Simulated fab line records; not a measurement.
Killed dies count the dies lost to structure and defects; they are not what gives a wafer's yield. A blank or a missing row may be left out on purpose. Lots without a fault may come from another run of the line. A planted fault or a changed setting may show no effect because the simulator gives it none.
The tool behind it: which one?    flow n5 finfet    24 lots with 72 wafers sampled at 6 steps, on a route of 1938 steps

== WHAT THE GAUGES SHOWED, per wafer ==
N5_DUMMY_GATE_OVL_MEAS_16. Usual: GATE_OVL gives 0.2 nm (standard deviation 0.76).
lot   measured     on          GATE_OVL (nm)   flag
L074  day 2 21:39  overlay-02  1.0 0.1 0.8     
L075  day 3 07:08  overlay-02  1.3 0.2 0.5     
L076  day 3 10:36  overlay-01  1.6 1.4 1.8     
L077  day 3 16:08  overlay-02  0.5 0.7 0.5     
L078  day 3 22:42  overlay-02  0.3 0.3 0.2     
L079  day 4 03:05  overlay-01  -1.2 -1.5 -0.8  
L080  day 4 10:02  overlay-02  -0.5 0.5 -0.3   
L081  day 4 14:49  overlay-02  0.2 0.6 -0.8    
L082  day 4 22:43  overlay-02  -0.6 -1.1 -1.1  
L083  day 5 05:04  overlay-01  0.8 1.7 0.7     
L084  day 5 10:14  overlay-01  -0.9 -0.1 -0.4  
L085  day 5 18:46  overlay-02  0.7 0.7 -0.2    
L086  day 6 01:24  overlay-01  -0.7 -1.2 0.5   
L087  day 6 03:20  overlay-02  -0.6 -0.6 -0.8  
L088  day 6 09:47  overlay-02  0.3 0.5 0.1     
L089  day 6 15:22  overlay-02  -0.9 -0.2 -1.0  
L090  day 7 02:49  overlay-01  -1.1 -0.6 0.1   
L091  day 7 05:46  overlay-01  0.8 1.1 0.7     
L092  day 7 11:47  overlay-01  0.2 0.0 -0.2    
L093  day 7 19:11  overlay-01  1.4 1.4 1.5     
L094  day 7 22:29  overlay-01  0.0 0.9 -0.1    
L095  day 8 03:38  overlay-01  -0.2 0.2 0.0    
L096  day 8 10:08  overlay-01  0.3 0.9 0.4     
L097  day 8 16:16  overlay-02  1.2 0.8 0.7     

N5_DUMMY_GATE_CD_MEAS_50: the cd target is 14 nm. Usual: cd nm 14.1 nm, standard deviation 0.35.
lot   measured     on         cd nm (nm)      flag
L074  day 2 22:27  cd sem-02  13.8 14.1 13.7  
L075  day 3 07:36  cd sem-01  14.6 14.2 14.3  
L076  day 3 11:04  cd sem-01  13.7 13.5 14.3  
L077  day 3 16:36  cd sem-02  14.0 13.6 14.7  
L078  day 3 23:30  cd sem-02  14.3 14.3 13.7  
L079  day 4 03:34  cd sem-02  13.5 13.8 13.8  
L080  day 4 10:31  cd sem-03  13.8 14.5 14.5  
L081  day 4 15:16  cd sem-02  14.4 14.3 14.7  
L082  day 4 23:26  cd sem-03  14.7 14.0 14.0  
L083  day 5 05:39  cd sem-03  13.6 14.3 13.6  
L084  day 5 10:41  cd sem-02  14.3 14.0 14.5  
L085  day 5 19:30  cd sem-03  14.4 13.5 14.2  
L086  day 6 01:52  cd sem-02  13.7 13.8 14.3  
L087  day 6 03:58  cd sem-03  14.1 13.5 14.4  
L088  day 6 10:42  cd sem-01  14.6 13.4 14.2  
L089  day 6 15:50  cd sem-01  13.9 14.1 13.4  
L090  day 7 03:17  cd sem-02  14.1 14.1 13.8  
L091  day 7 06:14  cd sem-03  14.3 14.1 14.6  
L092  day 7 12:14  cd sem-02  14.2 14.4 14.4  
L093  day 7 19:40  cd sem-02  13.8 14.5 14.0  
L094  day 7 22:58  cd sem-02  14.4 14.4 14.2  
L095  day 8 04:11  cd sem-01  13.8 13.9 14.5  
L096  day 8 11:10  cd sem-01  14.3 14.5 14.5  
L097  day 8 16:44  cd sem-02  14.2 13.7 13.8  

== EACH LOT AND THE TOOL THAT RAN IT (in order: tool; ch and the chambers of the sampled wafers; start) ==
lot   N5_FIN_CUT_DESCUM_13               N5_FIN_CUT_ETCH_20                 N5_STI_FIN_REVEAL_RECESS_09        N5_DUMMY_GATE_ETCH_36
L074  rie diel-01 ch 0,2,3, day 2 03:07  rie diel-01 ch 0,2,3, day 2 03:10  vapor etch-02 ch 0,1, day 2 10:05  rie diel-02 ch 0,1,3, day 2 21:52
L075  rie diel-06 ch 0,1,3, day 2 08:46  rie diel-06 ch 0,1,3, day 2 08:49  vapor etch-02 ch 0,1, day 2 15:42  rie diel-06 ch 1,3, day 3 07:19
L076  rie diel-01 ch 1,2,3, day 2 15:29  rie diel-01 ch 1,2,3, day 2 15:32  vapor etch-01 ch 0,1, day 2 23:07  rie diel-06 ch 1,2,3, day 3 10:47
L077  rie diel-01 ch 1,2,3, day 2 21:59  rie diel-01 ch 1,2,3, day 2 22:02  vapor etch-02 ch 0,1, day 3 05:21  rie diel-06 ch 0,1, day 3 16:19
L078  rie diel-02 ch 2,3, day 3 03:10    rie diel-02 ch 2,3, day 3 03:13    vapor etch-02 ch 0,1, day 3 11:00  rie diel-06 ch 0,1,3, day 3 23:08
L079  rie diel-06 ch 2,3, day 3 08:43    rie diel-06 ch 2,3, day 3 08:46    vapor etch-02 ch 0,1, day 3 16:18  rie diel-06 ch 0,1,3, day 4 03:16
L080  rie diel-06 ch 1,2,3, day 3 15:08  rie diel-06 ch 1,2,3, day 3 15:11  vapor etch-02 ch 0,1, day 3 22:44  rie diel-02 ch 0,1,2, day 4 10:14
L081  rie diel-06 ch 2,3, day 3 20:40    rie diel-06 ch 2,3, day 3 20:43    vapor etch-02 ch 0, day 4 03:29    rie diel-02 ch 0,2,3, day 4 15:00
L082  rie diel-01 ch 0,1, day 4 02:50    rie diel-01 ch 0,1, day 4 02:54    vapor etch-01 ch 0,1, day 4 09:56  rie diel-06 ch 0,1,3, day 4 22:55
L083  rie diel-01 ch 2,3, day 4 08:40    rie diel-01 ch 2,3, day 4 08:43    vapor etch-02 ch 0,1, day 4 16:02  rie diel-01 ch 1,2, day 5 05:22
L084  rie diel-02 ch 0,2,3, day 4 15:08  rie diel-02 ch 0,2,3, day 4 15:12  vapor etch-01 ch 0,1, day 4 23:13  rie diel-02 ch 1,2, day 5 10:25
L085  rie diel-06 ch 1,2,3, day 4 23:01  rie diel-06 ch 1,2,3, day 4 23:04  vapor etch-02 ch 0,1, day 5 07:17  rie diel-01 ch 0,2,3, day 5 18:57
L086  rie diel-06 ch 2,3, day 5 04:23    rie diel-06 ch 2,3, day 5 04:26    vapor etch-01 ch 0,1, day 5 11:26  rie diel-01 ch 1,2,3, day 6 01:35
L087  rie diel-01 ch 0,1, day 5 08:45    rie diel-01 ch 0,1, day 5 08:48    vapor etch-01 ch 0,1, day 5 16:26  rie diel-01 ch 1,2, day 6 03:41
L088  rie diel-01 ch 0,2, day 5 14:32    rie diel-01 ch 0,2, day 5 14:36    vapor etch-01 ch 0,1, day 5 21:32  rie diel-01 ch 0,1,2, day 6 10:19
L089  rie diel-02 ch 1,2,3, day 5 20:38  rie diel-02 ch 1,2,3, day 5 20:41  vapor etch-01 ch 0,1, day 6 04:03  rie diel-06 ch 0,1,2, day 6 15:34
L090  rie diel-06 ch 0,2, day 6 06:55    rie diel-06 ch 0,2, day 6 06:58    vapor etch-02 ch 1, day 6 13:46    rie diel-06 ch 0,1,2, day 7 03:01
L091  rie diel-02 ch 0,1,2, day 6 11:23  rie diel-02 ch 0,1,2, day 6 11:26  vapor etch-01 ch 0,1, day 6 18:27  rie diel-06 ch 0,2, day 7 05:57
L092  rie diel-01 ch 0,2,3, day 6 15:10  rie diel-01 ch 0,2,3, day 6 15:14  vapor etch-02 ch 1, day 6 22:46    rie diel-06 ch 0,1,2, day 7 11:59
L093  rie diel-02 ch 0,2, day 6 22:39    rie diel-02 ch 0,2, day 6 22:43    vapor etch-02 ch 1, day 7 06:41    rie diel-06 ch 0,2, day 7 19:23
L094  rie diel-01 ch 1,2,3, day 7 02:08  rie diel-01 ch 1,2,3, day 7 02:11  vapor etch-01 ch 0,1, day 7 09:21  rie diel-06 ch 0,2, day 7 22:41
L095  rie diel-01 ch 0,3, day 7 09:01    rie diel-01 ch 0,3, day 7 09:04    vapor etch-02 ch 0,1, day 7 16:12  rie diel-01 ch 0,1,2, day 8 03:55
L096  rie diel-01 ch 0,2,3, day 7 15:20  rie diel-01 ch 0,2,3, day 7 15:23  vapor etch-02 ch 0,1, day 7 22:14  rie diel-06 ch 0,1,3, day 8 10:43
L097  rie diel-02 ch 0,2,3, day 7 21:54  rie diel-02 ch 0,2,3, day 7 21:58  vapor etch-02 ch 0,1, day 8 05:29  rie diel-06 ch 0,1,3, day 8 16:28
- N5_FIN_CUT_DESCUM_13: chemistry O2, time 7 s.
- N5_FIN_CUT_ETCH_20: etches SiARC in CF4, target depth 26 nm, time 43.3 s.
- N5_STI_FIN_REVEAL_RECESS_09: chemistry HF/NH3, target SiO2, afs cycles 11, target depth 42.5 nm, sublimation time 60 s.
- N5_DUMMY_GATE_ETCH_36: etches SiARC in CF4, target depth 13 nm.

== WHAT THE TOOLS THEMSELVES READ (means of the sampled wafers that have a number; where no wafer has one, the mark that the record gives instead) ==
N5_FIN_CUT_DESCUM_13. Usual: drypump motor current A 5.80 A, standard deviation 0.24; oes product au 0.77 a.u., standard deviation 0.092; rf vpp V 243.4 V, standard deviation 1.2; showerhead plenum p Torr 2.12 Torr, standard deviation 0.051; throttle valve pct 20.5 %, standard deviation 0.34.
lot   tool         drypump motor current A (A)  oes product au (a.u.)  rf vpp V (V)  showerhead plenum p Torr (Torr)  throttle valve pct (%)  flag
L074  rie diel-01  5.62                         0.71                   243.7         2.10                             20.4                    
L075  rie diel-06  5.82                         0.70                   243.5         2.11                             20.8                    
L076  rie diel-01  5.82                         0.74                   243.9         2.13                             20.7                    
L077  rie diel-01  5.79                         0.72                   244.1         2.13                             20.7                    
L078  rie diel-02  5.68                         0.74                   244.6         2.16                             20.5                    
L079  rie diel-06  5.92                         0.72                   243.2         2.08                             20.7                    
L080  rie diel-06  5.88                         0.73                   242.8         2.12                             20.6                    
L081  rie diel-06  5.93                         0.71                   242.7         2.08                             20.7                    
L082  rie diel-01  6.02                         0.84                   244.5         2.17                             20.6                    
L083  rie diel-01  5.59                         0.84                   243.3         2.09                             20.3                    
L084  rie diel-02  5.68                         0.74                   243.2         2.11                             20.6                    
L085  rie diel-06  5.87                         0.72                   243.8         2.11                             20.7                    
L086  rie diel-06  5.94                         0.73                   242.6         2.08                             20.5                    
L087  rie diel-01  6.04                         0.82                   244.4         2.17                             20.6                    
L088  rie diel-01  5.64                         0.96                   242.2         2.08                             20.3                    
L089  rie diel-02  5.86                         0.74                   244.2         2.16                             20.4                    
L090  rie diel-06  5.91                         0.82                   242.9         2.08                             20.3                    
L091  rie diel-02  5.86                         0.73                   243.5         2.11                             20.5                    
L092  rie diel-01  5.60                         0.86                   243.0         2.09                             20.2                    
L093  rie diel-02  5.58                         0.73                   244.3         2.11                             20.5                    
L094  rie diel-01  5.79                         0.80                   243.4         2.12                             20.6                    
L095  rie diel-01  5.58                         0.78                   243.6         2.10                             20.2                    
L096  rie diel-01  5.61                         0.86                   242.7         2.08                             20.2                    
L097  rie diel-02  5.69                         0.72                   243.3         2.10                             20.6                    

N5_FIN_CUT_ETCH_20. Usual: drypump motor current A 5.80 A, standard deviation 0.24; etch rf on time s 43.0 s, standard deviation 0.87; oes product au 0.66 a.u., standard deviation 0.076; rf vpp V 184.3 V, standard deviation 1.1; showerhead plenum p Torr 2.16 Torr, standard deviation 0.056; throttle valve pct 15.67 %, standard deviation 0.27.
lot   tool         drypump motor current A (A)  etch rf on time s (s)  oes product au (a.u.)  rf vpp V (V)  showerhead plenum p Torr (Torr)  throttle valve pct (%)  flag
L074  rie diel-01  5.60                         43.5                   0.60                   183.9         2.14                             15.61                   
L075  rie diel-06  5.82                         43.1                   0.61                   185.0         2.15                             15.89                   
L076  rie diel-01  5.80                         43.6                   0.63                   183.7         2.16                             15.73                   
L077  rie diel-01  5.81                         43.2                   0.63                   183.8         2.16                             15.73                   
L078  rie diel-02  5.69                         42.5                   0.63                   184.8         2.22                             15.81                   
L079  rie diel-06  5.92                         42.7                   0.63                   184.0         2.13                             15.94                   
L080  rie diel-06  5.88                         42.6                   0.63                   184.3         2.16                             15.83                   
L081  rie diel-06  5.93                         42.6                   0.62                   184.9         2.13                             15.94                   
L082  rie diel-01  6.06                         43.1                   0.72                   184.9         2.22                             15.74                   
L083  rie diel-01  5.57                         43.1                   0.71                   183.4         2.12                             15.37                   
L084  rie diel-02  5.69                         42.9                   0.62                   184.1         2.16                             15.74                   
L085  rie diel-06  5.86                         42.2                   0.62                   184.4         2.15                             15.85                   
L086  rie diel-06  5.95                         42.7                   0.63                   184.4         2.13                             15.77                   
L087  rie diel-01  6.02                         42.9                   0.70                   184.2         2.21                             15.76                   
L088  rie diel-01  5.64                         42.4                   0.82                   183.3         2.12                             15.32                   
L089  rie diel-02  5.87                         42.8                   0.62                   184.8         2.22                             15.76                   
L090  rie diel-06  5.95                         43.4                   0.70                   183.8         2.13                             15.49                   
L091  rie diel-02  5.85                         43.4                   0.63                   184.3         2.16                             15.68                   
L092  rie diel-01  5.62                         42.7                   0.74                   184.0         2.13                             15.36                   
L093  rie diel-02  5.59                         44.1                   0.61                   184.6         2.16                             15.78                   
L094  rie diel-01  5.80                         43.0                   0.69                   184.2         2.15                             15.62                   
L095  rie diel-01  5.59                         43.7                   0.67                   184.3         2.15                             15.39                   
L096  rie diel-01  5.61                         42.5                   0.73                   184.4         2.13                             15.37                   
L097  rie diel-02  5.70                         42.8                   0.61                   184.0         2.15                             15.80                   

N5_STI_FIN_REVEAL_RECESS_09. Usual: drypump motor current A 5.7 A, standard deviation 0.33; foreline p Torr 0.1280 Torr, standard deviation 0.0004.
lot   tool           drypump motor current A (A)  foreline p Torr (Torr)  flag
L074  vapor etch-02  5.6                          0.1280                  
L075  vapor etch-02  5.5                          0.1284                  
L076  vapor etch-01  5.7                          0.1279                  
L077  vapor etch-02  5.4                          0.1279                  
L078  vapor etch-02  5.5                          0.1279                  
L079  vapor etch-02  5.5                          0.1279                  
L080  vapor etch-02  5.5                          0.1281                  
L081  vapor etch-02  5.3                          0.1284                  
L082  vapor etch-01  5.7                          0.1281                  
L083  vapor etch-02  5.5                          0.1281                  
L084  vapor etch-01  5.7                          0.1280                  
L085  vapor etch-02  5.5                          0.1279                  
L086  vapor etch-01  6.0                          0.1278                  
L087  vapor etch-01  5.7                          0.1284                  
L088  vapor etch-01  5.7                          0.1279                  
L089  vapor etch-01  6.0                          0.1281                  
L090  vapor etch-02  5.7                          0.1282                  
L091  vapor etch-01  5.7                          0.1281                  
L092  vapor etch-02  5.7                          0.1277                  
L093  vapor etch-02  5.7                          0.1287                  
L094  vapor etch-01  6.0                          0.1278                  
L095  vapor etch-02  5.5                          0.1284                  
L096  vapor etch-02  5.5                          0.1275                  
L097  vapor etch-02  5.5                          0.1276                  

N5_DUMMY_GATE_ETCH_36. Usual: drypump motor current A 5.84 A, standard deviation 0.22; oes product au 0.78 a.u., standard deviation 0.09; rf vpp V 184.2 V, standard deviation 0.98; showerhead plenum p Torr 2.15 Torr, standard deviation 0.055; throttle valve pct 15.67 %, standard deviation 0.26.
lot   tool         drypump motor current A (A)  oes product au (a.u.)  rf vpp V (V)  showerhead plenum p Torr (Torr)  throttle valve pct (%)  flag
L074  rie diel-02  5.99                         0.76                   184.9         2.17                             15.65                   
L075  rie diel-06  5.78                         0.72                   185.8         2.19                             15.92                   
L076  rie diel-06  5.88                         0.73                   184.2         2.16                             15.82                   
L077  rie diel-06  5.82                         0.70                   183.9         2.14                             15.80                   
L078  rie diel-06  5.84                         0.71                   183.8         2.15                             15.92                   
L079  rie diel-06  5.83                         0.70                   184.1         2.15                             15.92                   
L080  rie diel-02  5.87                         0.75                   184.8         2.17                             15.66                   
L081  rie diel-02  5.70                         0.73                   185.0         2.16                             15.75                   
L082  rie diel-06  5.81                         0.71                   183.8         2.14                             15.93                   
L083  rie diel-01  6.05                         0.82                   184.7         2.18                             15.80                   
L084  rie diel-02  5.72                         0.74                   185.0         2.23                             15.75                   
L085  rie diel-01  5.61                         0.87                   184.3         2.13                             15.34                   
L086  rie diel-01  5.80                         0.81                   183.6         2.15                             15.61                   
L087  rie diel-01  6.04                         0.82                   183.8         2.18                             15.82                   
L088  rie diel-01  5.83                         0.88                   184.3         2.16                             15.55                   
L089  rie diel-06  5.87                         0.79                   184.0         2.15                             15.59                   
L090  rie diel-06  5.86                         0.80                   184.2         2.15                             15.61                   
L091  rie diel-06  5.89                         0.86                   183.0         2.11                             15.43                   
L092  rie diel-06  5.87                         0.79                   184.2         2.15                             15.60                   
L093  rie diel-06  5.90                         0.85                   182.9         2.11                             15.43                   
L094  rie diel-06  5.97                         0.80                   184.8         2.13                             15.53                   
L095  rie diel-01  5.85                         0.85                   184.1         2.16                             15.57                   
L096  rie diel-06  5.81                         0.85                   184.9         2.14                             15.64                   
L097  rie diel-06  5.83                         0.84                   184.7         2.14                             15.64                   

== THE ANSWER, worked out from the rows above alone ==
Rule: take the mean of a lot's wafers that have a number; if it is more than 3 standard deviations from the usual mean, the lot is off. Also off: a lot with no number at a reading for which 4 or more lots have one. The other lots that the step has rows for count as sound. Order of review: gauges by route order, followed by the tools' own readings, for which a lot's mean as printed above is used. At the first step where some lot is off, the reading lying furthest off is the one used; lots without a number count as furthest.
None of the lots is off at any reading shown; this tells nothing.

== WHAT THE SIMULATOR HAD PUT IN ==
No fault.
